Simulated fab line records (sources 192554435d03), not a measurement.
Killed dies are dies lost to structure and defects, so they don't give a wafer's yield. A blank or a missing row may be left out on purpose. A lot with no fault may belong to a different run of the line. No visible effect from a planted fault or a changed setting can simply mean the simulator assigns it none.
fab line records | flow n5-finfet
record: lots: 10 | wafers: 30 | last-day: 18
route steps=1938 shown BEOL_M9@1404 PASSIVATION@1936
lots that met no fault: taken from a fault-free run of the same line
start-h: hours from the record's opening day to when the first of the lot's shown wafers began | wait-h: hours since the lot's step before | " same as the row above | L1.1+2: several wafers, shown together as one row | - no value present, or no start provided | * or withheld: withheld | < > ~ a bound
route shown NAME@n: names a module that has steps shown in the file, with the first one's number in the route | usual: the fault-free wafers' mean and standard deviation | same: alike in all rows | chamber/n: place in a boat | sites: each site's reading | _std_site: standard deviation across them | _edge_site: inner sites' mean taken away from outer sites' mean | radius-mm: for every site, how far away it sits from the centre of the wafer | mask NAME#n: copy n | behind: the last tool/chamber to shape the wafer | hold: cause of the lot's hold/its duration in hours/its outcome | device: the transistor (n, p or np) that didn't switch | end of line: the same wafers' tests at the end of the route | step lacking rows: just its recipe | killed: dies that structure and defects cost at the first sort, which is not the same as the wafer's yield | map: dies across one wafer; x = killed, . = not, _ = none there
set.NAME: the setting that was run; set.NAME@STEP: the one run at that earlier step | model.NAME: the simulator's own value behind a step, which no gauge read
steps of the route over a sample of lots; a table a step, a row a wafer
services: the hour from which a tool's chamber was out of use, counted from the record's first day as start-h (under 0 if before that day), plus the number of hours and why
== steps ==
step: N5_BEOL_M9_PECVD_70
recipe: material: SiO2 | target-thk-a: 200 | temp-c: 400 | precursor: TEOS/O2 | pressure-torr: 5.5 | rf-w: 450 | teos-flow-sccm: 53.8 | gas: O2 | flow-sccm: 3000 | time-s: 22.7
usual: heater-power-outer-w: 430/67 | heater-power-w: 718/87 | showerhead-plenum-p-Torr: 8.80/0.057 | throttle-valve-pct: 22.3/1.3
lot.wafer | tool     | chamber | start-h | wait-h | heater-power-outer-w | heater-power-w | showerhead-plenum-p-Torr | throttle-valve-pct
L861.3    | pecvd-04 | 1       | 189.51  | 0.0    | 433                  | 742            | 8.84                     | 24.5
L861.4    | "        | 1       | "       | "      | 438                  | 754            | 8.85                     | 24.4
L861.6    | "        | 2       | "       | "      | 401                  | 686            | 8.84                     | 21.7
L862.2    | pecvd-04 | 1       | 192.83  | 0.0    | 401                  | 706            | 8.86                     | 24.5
L862.4    | "        | 1       | "       | "      | 414                  | 705            | 8.86                     | 24.4
L862.5    | "        | 0       | "       | "      | 356                  | 622            | 8.80                     | 20.8
L863.3    | pecvd-04 | 0       | 205.86  | 0.0    | 408                  | 689            | 8.80                     | 20.8
L863.4    | "        | 2       | "       | "      | 404                  | 691            | 8.83                     | 21.6
L863.6    | "        | 1       | "       | "      | 410                  | 721            | 8.86                     | 24.6
L864.2    | pecvd-02 | 0       | 213.32  | 0.0    | 538                  | 907            | 8.75                     | 22.5
L864.4    | "        | 0       | "       | "      | 552                  | 903            | 8.75                     | 22.8
L864.6    | "        | 0       | "       | "      | 546                  | 899            | 8.77                     | 22.6
L873.3    | pecvd-01 | 2       | 300.96  | 0.0    | 410                  | 650            | 8.77                     | 20.3
L873.5    | "        | 1       | "       | "      | 424                  | 717            | 8.62                     | 23.6
L873.6    | "        | 2       | "       | "      | 420                  | 643            | 8.76                     | 20.6
L875.3    | pecvd-04 | 2       | 307.63  | 0.0    | 375                  | 637            | 8.85                     | 22.1
L875.5    | "        | 0       | "       | "      | 395                  | 685            | 8.79                     | 20.9
L875.6    | "        | 1       | "       | "      | 455                  | 773            | 8.83                     | 24.6
L878.2    | pecvd-02 | 1       | 317.44  | 0.0    | 528                  | 813            | 8.83                     | 22.3
L878.4    | "        | 2       | "       | "      | 521                  | 827            | 8.82                     | 21.2
L878.5    | "        | 0       | "       | "      | 528                  | 863            | 8.78                     | 22.6
L882.2    | pecvd-04 | 0       | 349.80  | 0.0    | 381                  | 667            | 8.80                     | 21.0
L882.3    | "        | 2       | "       | "      | 427                  | 699            | 8.82                     | 22.3
L882.5    | "        | 0       | "       | "      | 385                  | 663            | 8.77                     | 21.2
L867.1    | pecvd-04 | 2       | 357.85  | 0.0    | 333                  | 578            | 8.84                     | 22.5
L867.4    | "        | 1       | "       | "      | 430                  | 746            | 8.85                     | 24.7
L867.5    | "        | 2       | "       | "      | 337                  | 597            | 8.79                     | 22.3
L883.2    | pecvd-04 | 0       | 362.44  | 0.0    | 350                  | 611            | 8.78                     | 21.1
L883.3    | "        | 1       | "       | "      | 389                  | 663            | 8.84                     | 24.7
L883.5    | "        | 0       | "       | "      | 355                  | 634            | 8.79                     | 20.9
step: N5_BEOL_M9_EXPOSE_08
recipe: mask-id: M9 | na: 1.35 | source-shape: dipole | sigma-inner: 0.411 | sigma-outer: 0.611 | polarization: te | dose-mj: 53.75
usual: focus-offset-nm: 0.0/0.51 | reticle-temp-C: 23.00/0.11
lot.wafer | tool            | chamber | start-h | wait-h | mask | focus-offset-nm | reticle-temp-C
L861.3    | arfi-scanner-01 | 0       | 189.95  | -      | M9#0 | -0.2            | 23.04
L861.4    | "               | 0       | "       | "      | M9#0 | -0.1            | 23.01
L861.6    | "               | 0       | "       | "      | M9#0 | 0.1             | 23.18
L862.2    | arfi-scanner-01 | 0       | 193.15  | -      | M9#0 | 1.2             | 22.85
L862.4    | "               | 0       | "       | "      | M9#0 | 0.2             | 22.73
L862.5    | "               | 0       | "       | "      | M9#0 | -0.2            | 22.95
L863.3    | arfi-scanner-01 | 0       | 206.30  | -      | M9#0 | 0.1             | 22.89
L863.4    | "               | 0       | "       | "      | M9#0 | 1.1             | 22.83
L863.6    | "               | 0       | "       | "      | M9#0 | 0.2             | 22.97
L864.2    | arfi-scanner-01 | 0       | 214.05  | -      | M9#0 | -0.4            | 23.09
L864.4    | "               | 0       | "       | "      | M9#0 | -0.9            | 22.93
L864.6    | "               | 0       | "       | "      | M9#0 | -0.9            | 23.16
L873.3    | arfi-scanner-01 | 0       | 302.32  | -      | M9#0 | -0.2            | 23.05
L873.5    | "               | 0       | "       | "      | M9#0 | 0.2             | 23.02
L873.6    | "               | 0       | "       | "      | M9#0 | 1.2             | 23.03
L875.3    | arfi-scanner-02 | 0       | 311.13  | -      | M9#0 | 0.0             | 23.05
L875.5    | "               | 0       | "       | "      | M9#0 | 0.2             | 22.99
L875.6    | "               | 0       | "       | "      | M9#0 | -1.1            | 23.01
L878.2    | arfi-scanner-02 | 0       | 318.62  | -      | M9#0 | 0.2             | 22.98
L878.4    | "               | 0       | "       | "      | M9#0 | 0.2             | 22.82
L878.5    | "               | 0       | "       | "      | M9#0 | -0.6            | 22.89
L882.2    | arfi-scanner-03 | 0       | 350.59  | -      | M9#0 | -0.3            | 23.02
L882.3    | "               | 0       | "       | "      | M9#0 | 0.5             | 22.79
L882.5    | "               | 0       | "       | "      | M9#0 | -0.6            | 23.08
L867.1    | arfi-scanner-01 | 0       | 359.47  | -      | M9#0 | -0.2            | 23.05
L867.4    | "               | 0       | "       | "      | M9#0 | -0.1            | 23.11
L867.5    | "               | 0       | "       | "      | M9#0 | 0.0             | 23.08
L883.2    | arfi-scanner-02 | 0       | 364.14  | -      | M9#0 | -0.2            | 22.92
L883.3    | "               | 0       | "       | "      | M9#0 | 0.9             | 23.02
L883.5    | "               | 0       | "       | "      | M9#0 | -0.8            | 22.92
step: N5_BEOL_M9_OVL_MEAS_12
recipe: points-per-wafer: 44
usual: M9_OVL: 0.2/0.74
lot.wafer | tool       | chamber | start-h | wait-h | M9_OVL[nm]
L861.3    | overlay-02 | 0       | 190.10  | 0.0    | 0.0
L861.4    | "          | 0       | "       | "      | 0.0
L861.6    | "          | 0       | "       | "      | -0.2
L862.2    | overlay-02 | 0       | 193.30  | 0.0    | 0.0
L862.4    | "          | 0       | "       | "      | 0.2
L862.5    | "          | 0       | "       | "      | 0.6
L863.3    | overlay-02 | 0       | 206.44  | 0.0    | 1.8
L863.4    | "          | 0       | "       | "      | 0.4
L863.6    | "          | 0       | "       | "      | 0.3
L864.2    | overlay-01 | 0       | 214.20  | 0.0    | -0.4
L864.4    | "          | 0       | "       | "      | -1.2
L864.6    | "          | 0       | "       | "      | -0.5
L873.3    | overlay-01 | 0       | 302.46  | 0.0    | 7.1
L873.5    | "          | 0       | "       | "      | 6.9
L873.6    | "          | 0       | "       | "      | 6.6
L875.3    | overlay-02 | 0       | 311.27  | 0.0    | 0.8
L875.5    | "          | 0       | "       | "      | 0.8
L875.6    | "          | 0       | "       | "      | 1.5
L878.2    | overlay-01 | 0       | 318.78  | 0.0    | 0.6
L878.4    | "          | 0       | "       | "      | 0.1
L878.5    | "          | 0       | "       | "      | -0.9
L882.2    | overlay-01 | 0       | 350.74  | 0.0    | -0.8
L882.3    | "          | 0       | "       | "      | -0.4
L882.5    | "          | 0       | "       | "      | -0.1
L867.1    | overlay-02 | 0       | 359.63  | 0.0    | 6.4
L867.4    | "          | 0       | "       | "      | 6.7
L867.5    | "          | 0       | "       | "      | 6.5
L883.2    | overlay-02 | 0       | 364.29  | 0.0    | 1.0
L883.3    | "          | 0       | "       | "      | -0.1
L883.5    | "          | 0       | "       | "      | 0.0
step: N5_BEOL_M9_ETCH_62
recipe: chemistry: N2/H2 | target: SOC | target-depth-a: 1100 | overetch-a: 220 | mask-material: SiARC | temp-c: 40 | time-s: 165 | ion-energy-ev: 200 | pressure-mtorr: 30 | source-w: 840 | bias-w: 150 | n2-flow-sccm: 200 | h2-flow-sccm: 200
usual: drypump-motor-current-A: 5.7/0.41 | oes-product-au: 0.68/0.069 | rf-vpp-V: 524.4/2.5 | showerhead-plenum-p-Torr: 2.57/0.087 | throttle-valve-pct: 17.94/0.26
lot.wafer | tool        | chamber | start-h | wait-h | drypump-motor-current-A | oes-product-au | rf-hours-counter-h | rf-vpp-V | showerhead-plenum-p-Torr | throttle-valve-pct
L861.3    | rie-diel-01 | 0       | 190.25  | 0.0    | 5.9                     | 0.59           | 241                | 522.1    | 2.54                     | 18.55
L861.4    | "           | 1       | "       | "      | 5.2                     | 0.59           | 213                | 526.1    | 2.63                     | 18.12
L861.6    | "           | 0       | "       | "      | 5.9                     | 0.59           | -                  | 523.3    | 2.54                     | 18.54
L862.2    | rie-diel-06 | 0       | 194.59  | 0.0    | 5.5                     | 0.77           | 16                 | 523.1    | 2.48                     | 17.70
L862.4    | "           | 3       | "       | "      | 5.1                     | 0.81           | 8                  | 521.7    | 2.51                     | 17.74
L862.5    | "           | 2       | "       | "      | 6.2                     | 0.59           | -                  | 525.6    | 2.62                     | 17.76
L863.3    | rie-diel-01 | 2       | 206.59  | 0.0    | 5.5                     | 0.61           | 220                | 526.1    | 2.61                     | 18.01
L863.4    | "           | 3       | "       | "      | 6.4                     | 0.76           | 10                 | 526.1    | 2.61                     | 17.48
L863.6    | "           | 1       | "       | "      | 5.2                     | 0.59           | -                  | 526.2    | 2.63                     | 18.14
L864.2    | rie-diel-01 | 1       | 214.34  | 0.0    | 5.2                     | 0.58           | 222                | 526.0    | 2.63                     | 18.12
L864.4    | "           | 3       | "       | "      | 6.4                     | 0.75           | -                  | 525.4    | 2.61                     | 17.47
L864.6    | "           | 1       | "       | "      | 5.2                     | 0.59           | -                  | 525.6    | 2.63                     | 18.14
L873.3    | rie-diel-01 | 3       | 302.75  | 0.0    | 6.4                     | 0.71           | 44                 | 525.5    | 2.60                     | 17.52
L873.5    | "           | 3       | "       | "      | 6.4                     | 0.71           | -                  | 525.8    | 2.60                     | 17.53
L873.6    | "           | 0       | "       | "      | 5.9                     | 0.74           | -                  | 522.6    | 2.53                     | 18.14
L875.3    | rie-diel-06 | 1       | 311.73  | 0.0    | 5.3                     | 0.65           | 111                | 528.2    | 2.65                     | 18.04
L875.5    | "           | 3       | "       | "      | 5.1                     | 0.74           | -                  | 523.4    | 2.50                     | 17.82
L875.6    | "           | 1       | "       | "      | 5.2                     | 0.65           | -                  | 527.1    | 2.65                     | 18.05
L878.2    | rie-diel-06 | 1       | 318.92  | 0.0    | 5.3                     | 0.65           | 113                | 527.1    | 2.65                     | 18.07
L878.4    | "           | 1       | "       | "      | 5.3                     | 0.65           | -                  | 527.2    | 2.65                     | 18.09
L878.5    | "           | 0       | "       | "      | 5.5                     | 0.72           | -                  | 522.3    | 2.47                     | 17.74
L882.2    | rie-diel-01 | 0       | 350.88  | 0.0    | 5.9                     | 0.71           | 43                 | 522.3    | 2.52                     | 18.15
L882.3    | "           | 3       | "       | "      | 6.4                     | 0.69           | 61                 | 525.2    | 2.59                     | 17.57
L882.5    | "           | 1       | "       | "      | 5.2                     | 0.81           | -                  | 526.7    | 2.61                     | 17.74
L867.1    | rie-diel-06 | 3       | 360.83  | 0.0    | 5.1                     | 0.71           | 67                 | 521.3    | 2.49                     | 17.85
L867.4    | "           | 2       | "       | "      | 6.2                     | 0.79           | 10                 | 525.7    | 2.61                     | 17.39
L867.5    | "           | 3       | "       | "      | 5.2                     | 0.71           | -                  | 520.9    | 2.49                     | 17.85
L883.2    | rie-diel-01 | 0       | 364.61  | 0.0    | 5.9                     | 0.70           | 48                 | 522.2    | 2.52                     | 18.16
L883.3    | "           | 1       | "       | "      | 5.2                     | 0.81           | 21                 | 524.8    | 2.61                     | 17.76
L883.5    | "           | 0       | "       | "      | 5.9                     | 0.71           | -                  | 521.4    | 2.52                     | 18.17
step: N5_BEOL_M9_HM_OPEN_17
recipe: chemistry: Cl2/BCl3 | target-depth-a: 200 | overetch-a: 60 | target: TiN | mask-material: SOC | ion-energy-ev: 150 | pressure-mtorr: 10 | icp-w: 1000 | bias-w: 126 | Cl2_flow_sccm: 53.25 | bcl3-flow-sccm: 21.75 | Ar_flow_sccm: 25
usual: drypump-motor-current-A: 5.5/0.4 | oes-product-au: 0.69/0.088 | throttle-valve-pct: 22.08/0.11
lot.wafer | tool         | chamber | start-h | wait-h | drypump-motor-current-A | oes-product-au | rf-hours-counter-h | throttle-valve-pct
L861.3    | rie-metal-02 | 0       | 190.46  | 0.1    | 5.2                     | 0.75           | -                  | 21.96
L861.4    | "            | 1       | "       | "      | 5.4                     | 0.53           | -                  | 22.38
L861.6    | "            | 0       | "       | "      | 5.3                     | 0.75           | -                  | 21.99
L862.2    | rie-metal-03 | 1       | 194.77  | 0.0    | 6.0                     | 0.65           | 41                 | 22.10
L862.4    | "            | 1       | "       | "      | 6.0                     | 0.65           | -                  | 22.11
L862.5    | "            | 1       | "       | "      | 6.0                     | 0.66           | -                  | 22.09
L863.3    | rie-metal-01 | 0       | 206.81  | 0.1    | 5.5                     | 0.53           | -                  | 22.16
L863.4    | "            | 1       | "       | "      | 5.1                     | 0.67           | -                  | 22.16
L863.6    | "            | 1       | "       | "      | 5.1                     | 0.67           | -                  | 22.14
L864.2    | rie-metal-02 | 1       | 214.53  | 0.0    | 5.4                     | 0.52           | 130                | 22.38
L864.4    | "            | 1       | "       | "      | 5.4                     | 0.52           | -                  | 22.38
L864.6    | "            | 1       | "       | "      | 5.4                     | 0.52           | -                  | 22.38
L873.3    | rie-metal-03 | 0       | 302.96  | 0.1    | 6.3                     | 0.64           | -                  | 21.95
L873.5    | "            | 0       | "       | "      | 6.3                     | 0.65           | -                  | 21.92
L873.6    | "            | 1       | "       | "      | 6.0                     | 0.63           | -                  | 22.13
L875.3    | rie-metal-03 | 1       | 311.95  | 0.1    | 6.0                     | 0.63           | -                  | 22.14
L875.5    | "            | 0       | "       | "      | 6.3                     | 0.65           | -                  | 21.96
L875.6    | "            | 1       | "       | "      | 6.0                     | 0.64           | -                  | 22.10
L878.2    | rie-metal-03 | 1       | 319.10  | 0.0    | 6.0                     | 0.65           | 51                 | 22.08
L878.4    | "            | 0       | "       | "      | 6.3                     | 0.64           | -                  | 21.94
L878.5    | "            | 1       | "       | "      | 6.0                     | 0.64           | -                  | 22.10
L882.2    | rie-metal-01 | 1       | 351.07  | 0.0    | 5.0                     | 0.64           | 57                 | 22.18
L882.3    | "            | 1       | "       | "      | 5.0                     | 0.64           | -                  | 22.18
L882.5    | "            | 1       | "       | "      | 5.0                     | 0.62           | -                  | 22.18
L867.1    | rie-metal-01 | 0       | 361.02  | 0.0    | 5.5                     | 0.80           | 4                  | 21.97
L867.4    | "            | 1       | "       | "      | 5.0                     | 0.64           | -                  | 22.17
L867.5    | "            | 1       | "       | "      | 5.0                     | 0.64           | -                  | 22.18
L883.2    | rie-metal-01 | 1       | 364.79  | 0.0    | 5.0                     | 0.65           | 58                 | 22.17
L883.3    | "            | 0       | "       | "      | 5.5                     | 0.79           | -                  | 21.99
L883.5    | "            | 0       | "       | "      | 5.5                     | 0.80           | -                  | 21.97
step: N5_PASSIVATION_PROBE_49
usual: defect-limited-yield: 91.2/1.4 | killed_at_M0_to_M3: 33/9.5 | killed_at_M4_up: 13/4.7 | killed-at-contacts: 11/5.3 | killed-at-front-end: 42/12 | killed-at-other: 5/3.3 | killed-dies: 104/17 | killed-open: 67/12 | killed-short: 33/7.7 | sort_bin_5_function: 5.1/0.94 | sort_bin_6_memory: 3.3/0.67 | sort_bin_8_speed: 0.1/1.3 | sort-n-pass: 1074/24 | sort-yield-pct: 91.1/2
same: gross-dies: 1180 | killed-at-back-side: 0 | sort_bin_4_leakage[%]: 0
lot.wafer | tool      | chamber | start-h | wait-h | defect-limited-yield[%] | killed_at_M0_to_M3 | killed_at_M4_up | killed-at-contacts | killed-at-front-end | killed-at-other | killed-dies | killed-open | killed-short | sort_bin_5_function[%] | sort_bin_6_memory[%] | sort_bin_8_speed[%] | sort-n-pass | sort-yield-pct[%]
L861.3    | prober-01 | -       | 241.67  | 0.1    | 90.8                    | 37                 | 16              | 10                 | 41                  | 5               | 109         | 68          | 36           | 5.5                    | 3.3                  | 0                   | 1071        | 90.8
L861.4    | prober-01 | -       | 241.72  | 0.2    | 92.6                    | 38                 | 10              | 12                 | 23                  | 4               | 87          | 61          | 23           | 4.4                    | 2.7                  | 0.1                 | 1092        | 92.5
L861.6    | prober-01 | -       | 241.82  | 0.3    | 91.6                    | 28                 | 18              | 17                 | 33                  | 3               | 99          | 69          | 25           | 4.8                    | 3.0                  | 0.1                 | 1081        | 91.6
L862.2    | prober-02 | -       | 243.16  | 0.1    | 93.2                    | 26                 | 6               | 11                 | 31                  | 6               | 80          | 53          | 27           | 3.6                    | 3.1                  | 0.4                 | 1095        | 92.8
L862.4    | prober-02 | -       | 243.26  | 0.2    | 91.2                    | 36                 | 11              | 11                 | 43                  | 3               | 104         | 71          | 32           | 5.3                    | 3.3                  | 0                   | 1076        | 91.2
L862.5    | prober-02 | -       | 243.31  | 0.2    | 90.8                    | 30                 | 9               | 15                 | 43                  | 12              | 109         | 70          | 38           | 5.3                    | 3.6                  | 0                   | 1071        | 90.8
L863.3    | prober-01 | -       | 262.26  | 0.1    | 91.2                    | 39                 | 22              | 6                  | 34                  | 3               | 104         | 65          | 32           | 4.7                    | 3.3                  | 0                   | 1076        | 91.2
L863.4    | prober-01 | -       | 262.31  | 0.2    | 91.8                    | 36                 | 9               | 9                  | 31                  | 12              | 97          | 60          | 36           | 4.5                    | 3.6                  | 0                   | 1083        | 91.8
L863.6    | prober-01 | -       | 262.41  | 0.3    | 90.0                    | 53                 | 18              | 9                  | 26                  | 12              | 118         | 73          | 45           | 5.6                    | 3.8                  | 0                   | 1062        | 90.0
L873.3    | prober-01 | -       | 379.48  | 1.4    | 88.4                    | 29                 | 15              | 6                  | 82                  | 5               | 137         | 77          | 59           | 7.5                    | 3.6                  | 0                   | 1043        | 88.4
L873.5    | prober-01 | -       | 379.58  | 1.5    | 91.5                    | 23                 | 14              | 6                  | 55                  | 2               | 100         | 62          | 35           | 6.1                    | 2.1                  | 0                   | 1080        | 91.5
L873.6    | prober-01 | -       | 379.63  | 1.6    | 87.8                    | 37                 | 16              | 12                 | 68                  | 11              | 144         | 87          | 57           | 7.4                    | 4.4                  | 0                   | 1036        | 87.8
L875.3    | prober-02 | -       | 388.14  | 0.1    | 90.3                    | 41                 | 11              | 13                 | 45                  | 4               | 114         | 82          | 31           | 6.0                    | 3.6                  | 0                   | 1066        | 90.3
L875.5    | prober-02 | -       | 388.24  | 0.2    | 92.9                    | 30                 | 15              | 7                  | 26                  | 6               | 84          | 50          | 33           | 4.2                    | 2.6                  | 0                   | 1096        | 92.9
L875.6    | prober-02 | -       | 388.29  | 0.3    | 93.2                    | 31                 | 15              | 10                 | 16                  | 8               | 80          | 50          | 25           | 4.3                    | 2.4                  | 0                   | 1100        | 93.2
L867.1    | prober-01 | -       | 423.76  | 0.0    | 91.9                    | 47                 | 9               | 9                  | 24                  | 7               | 96          | 59          | 36           | 4.8                    | 2.9                  | 0.1                 | 1083        | 91.8
L867.4    | prober-01 | -       | 423.91  | 0.2    | 91.9                    | 41                 | 15              | 8                  | 30                  | 2               | 96          | 60          | 28           | 5.1                    | 2.1                  | 0.3                 | 1080        | 91.5
L867.5    | prober-01 | -       | 423.96  | 0.2    | 93.4                    | 23                 | 6               | 14                 | 34                  | 1               | 78          | 42          | 23           | 2.8                    | 2.5                  | 0                   | 1102        | 93.4
killed by level:class
L861.3 BEOL_M2:geometric-particle:open=16 FIN_SAQP:geometric-particle:open=12 MOL_CONTACT_COAG:geometric-particle:open=8 FIN_SAQP:geometric-particle:short=7 BEOL_M4:geometric-particle:open=6 BEOL_M0_SAQP:geometric-particle:short=6 BEOL_M3:geometric-particle:open=5 BEOL_M6:geometric-particle:open=4
L861.4 BEOL_M1:geometric-particle:open=13 MOL_CONTACT_COAG:geometric-particle:open=11 FIN_SAQP:geometric-particle:open=5 BEOL_M0_SAQP:geometric-particle:open=5 STI_FIN_REVEAL:geometric-particle:open=5 BEOL_M0_SAQP:geometric-particle:short=5 BEOL_M2:geometric-particle:open=5 BEOL_M4:geometric-particle:open=5
L861.6 MOL_CONTACT_COAG:geometric-particle:open=15 BEOL_M0_SAQP:geometric-particle:short=9 FIN_SAQP:geometric-particle:open=8 BEOL_M2:geometric-particle:open=7 BEOL_M0_SAQP:geometric-particle:open=6 DUMMY_GATE:geometric-particle:open=5 BEOL_M5:geometric-particle:open=5 HKMG_FIN:area-etch=4
L862.2 STI_FIN_REVEAL:geometric-particle:open=10 MOL_CONTACT_COAG:geometric-particle:open=8 BEOL_M0_SAQP:geometric-particle:short=6 BEOL_M0_SAQP:geometric-particle:open=5 BEOL_M2:geometric-particle:open=5 BEOL_M3:geometric-particle:open=5 FIN_SAQP:geometric-particle:short=4 GATE_CUT:geometric-particle:short=4
L862.4 GATE_CUT:geometric-particle:short=9 GATE_CUT:geometric-particle:open=9 MOL_CONTACT_COAG:geometric-particle:open=9 BEOL_M0_SAQP:geometric-particle:open=8 BEOL_M1:geometric-particle:open=8 FIN_SAQP:geometric-particle:short=6 BEOL_M2:geometric-particle:open=6 BEOL_M0:geometric-particle:open=5
L862.5 FIN_SAQP:geometric-particle:short=12 MOL_CONTACT_COAG:geometric-particle:open=12 FIN_SAQP:geometric-particle:open=7 STI_FIN_REVEAL:geometric-particle:open=6 BEOL_M0_SAQP:geometric-particle:open=6 BEOL_M3:geometric-particle:open=6 BEOL_M4:geometric-particle:open=5 MIM_TOP_ETCH:geometric-particle:open=5
L863.3 BEOL_M1:geometric-particle:open=8 BEOL_M3:geometric-particle:open=8 BEOL_M0_SAQP:geometric-particle:open=7 BEOL_M0_SAQP:geometric-particle:short=7 BEOL_M4:geometric-particle:open=7 FIN_SAQP:geometric-particle:open=5 GATE_CUT:geometric-particle:short=5 FIN_SAQP:geometric-particle:short=4
L863.4 BEOL_M0_SAQP:geometric-particle:open=9 FIN_SAQP:geometric-particle:open=8 BEOL_M2:geometric-particle:open=8 MOL_CONTACT_COAG:geometric-particle:open=7 GATE_CUT:geometric-particle:short=6 FIN_SAQP:geometric-particle:short=5 BEOL_M0_SAQP:geometric-particle:short=5 BEOL_M1:geometric-particle:open=4
L863.6 BEOL_M0_SAQP:geometric-particle:open=14 BEOL_M0_SAQP:geometric-particle:short=12 BEOL_M1:geometric-particle:short=8 BEOL_M3:geometric-particle:open=8 MOL_CONTACT_COAG:geometric-particle:open=7 BEOL_M1:geometric-particle:open=6 PASS1_CAP:geometric-particle:short=6 FIN_SAQP:geometric-particle:short=5
L873.3 FIN_SAQP:geometric-particle:open=23 FIN_SAQP:geometric-particle:short=23 DUMMY_GATE:geometric-particle:open=9 ILD0:geometric-particle:open=6 STI_FIN_REVEAL:geometric-particle:open=5 BEOL_M1:geometric-particle:short=5 BEOL_M0_SAQP:geometric-particle:short=5 BEOL_M2:geometric-particle:open=5
L873.5 STI_FIN_REVEAL:geometric-particle:open=12 FIN_SAQP:geometric-particle:short=11 FIN_SAQP:geometric-particle:open=9 STI_FIN_REVEAL:geometric-particle:short=7 DUMMY_GATE:geometric-particle:open=6 BEOL_M0_SAQP:geometric-particle:short=5 BEOL_M0_SAQP:geometric-particle:open=5 BEOL_M2:geometric-particle:open=5
L873.6 FIN_SAQP:geometric-particle:open=19 FIN_SAQP:geometric-particle:short=14 STI_FIN_REVEAL:geometric-particle:open=9 BEOL_M1:geometric-particle:open=8 BEOL_M4:geometric-particle:open=8 MOL_CONTACT_COAG:geometric-particle:open=7 STARTING-WAFER:geometric-particle:short=6 BEOL_M0_SAQP:geometric-particle:short=6
L875.3 STI_FIN_REVEAL:geometric-particle:open=17 BEOL_M2:geometric-particle:open=13 MOL_CONTACT_COAG:geometric-particle:open=10 BEOL_M4:geometric-particle:open=8 BEOL_M3:geometric-particle:open=6 FIN_SAQP:geometric-particle:open=5 DUMMY_GATE:geometric-particle:open=5 DUMMY_GATE:geometric-particle:short=4
L875.5 BEOL_M2:geometric-particle:open=8 FIN_SAQP:geometric-particle:short=7 BEOL_M0_SAQP:geometric-particle:short=7 BEOL_M4:geometric-particle:open=7 STI_FIN_REVEAL:geometric-particle:open=6 BEOL_M0_SAQP:geometric-particle:open=5 FIN_SAQP:geometric-particle:open=4 MOL_CONTACT_COAG:geometric-particle:short=4
L875.6 BEOL_M2:geometric-particle:open=8 BEOL_M0_SAQP:geometric-particle:open=8 MOL_CONTACT_COAG:geometric-particle:open=7 BEOL_M4:geometric-particle:open=7 BEOL_M0_SAQP:geometric-particle:short=6 FIN_SAQP:geometric-particle:open=5 MOL_CONTACT_COAG:geometric-particle:short=3 STARTING-WAFER:geometric-particle:short=3
L867.1 BEOL_M2:geometric-particle:open=13 BEOL_M0_SAQP:geometric-particle:short=10 MOL_CONTACT_COAG:geometric-particle:open=8 DUMMY_GATE:geometric-particle:open=7 BEOL_M0_SAQP:geometric-particle:open=7 BEOL_M1:geometric-particle:open=5 BEOL_M4:geometric-particle:open=5 FIN_SAQP:geometric-particle:short=4
L867.4 BEOL_M0_SAQP:geometric-particle:open=11 BEOL_M4:geometric-particle:open=10 BEOL_M1:geometric-particle:open=8 BEOL_M2:geometric-particle:open=8 HKMG_FIN:area-etch=8 FIN_SAQP:geometric-particle:short=6 BEOL_M0_SAQP:geometric-particle:short=5 MOL_CONTACT_COAG:geometric-particle:short=5
L867.5 MOL_CONTACT_COAG:geometric-particle:open=12 HKMG_FIN:area-etch=12 BEOL_M0_SAQP:geometric-particle:open=8 FIN_SAQP:geometric-particle:short=6 BEOL_M0_SAQP:geometric-particle:short=4 BEOL_M1:geometric-particle:open=4 FIN_SAQP:geometric-particle:open=2 STI_FIN_REVEAL:geometric-particle:open=2
== services ==
tool            | chamber | start-h | hours | kind
pecvd-04        | 1       | 173.69  | 4.9   | repair
pecvd-04        | -       | 177.58  | 2.6   | repair
pecvd-02        | 2       | 196.13  | 23.6  | repair
arfi-scanner-03 | -       | 201.97  | 3.9   | pm
arfi-scanner-01 | -       | 216.20  | 1.0   | pm
rie-diel-01     | 2       | 218.89  | 6.3   | repair
rie-diel-06     | 2       | 227.39  | 4.3   | repair
arfi-scanner-01 | -       | 227.45  | 0.8   | pm
arfi-scanner-02 | -       | 236.13  | 1.3   | pm
arfi-scanner-03 | -       | 242.67  | 1.3   | pm
rie-diel-06     | 1       | 244.69  | 4.1   | repair
rie-metal-03    | 1       | 246.36  | 9.8   | repair
pecvd-02        | 2       | 250.05  | 17.9  | repair
arfi-scanner-01 | -       | 251.76  | 1.3   | pm
arfi-scanner-02 | -       | 255.41  | 0.8   | pm
arfi-scanner-01 | -       | 258.16  | 1.0   | pm
arfi-scanner-02 | -       | 275.27  | 0.3   | repair
rie-diel-01     | 3       | 282.73  | 4.1   | repair
arfi-scanner-02 | -       | 297.97  | 1.0   | pm
rie-diel-01     | 0       | 304.06  | 1.6   | repair
rie-diel-06     | -       | 331.06  | 0.5   | repair
pecvd-04        | -       | 346.76  | 2.3   | repair
rie-diel-06     | 1       | 357.97  | 1.8   | repair
arfi-scanner-02 | -       | 361.63  | 1.3   | pm
== key ==
first-sign: step: N5_BEOL_M9_OVL_MEAS_12 | reading: M9_OVL | direction: up | sigmas: 8.8 | usual: 0.2 | struck: 6.7
effect none on later readings
met-at N5_BEOL_M9_EXPOSE_08
struck-lots L867,L873
baseline-loss: step: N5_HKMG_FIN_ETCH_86 | wafers: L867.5
not-acting-at N5_BEOL_M9_PECVD_70,N5_BEOL_M9_ETCH_62,N5_BEOL_M9_HM_OPEN_17
onset-between 214.05 302.32
fault: kind: scanner-matching-overlay | tool: arfi-scanner-01 | chamber: - | onset-h: 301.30 | steps: N5_BEOL_M9_EXPOSE_08 | offset: 6.574
baseline-loss: these wafers lose ten dies or more at that step, a loss of the line's own and not of a fault; the sort's usual values leave them out
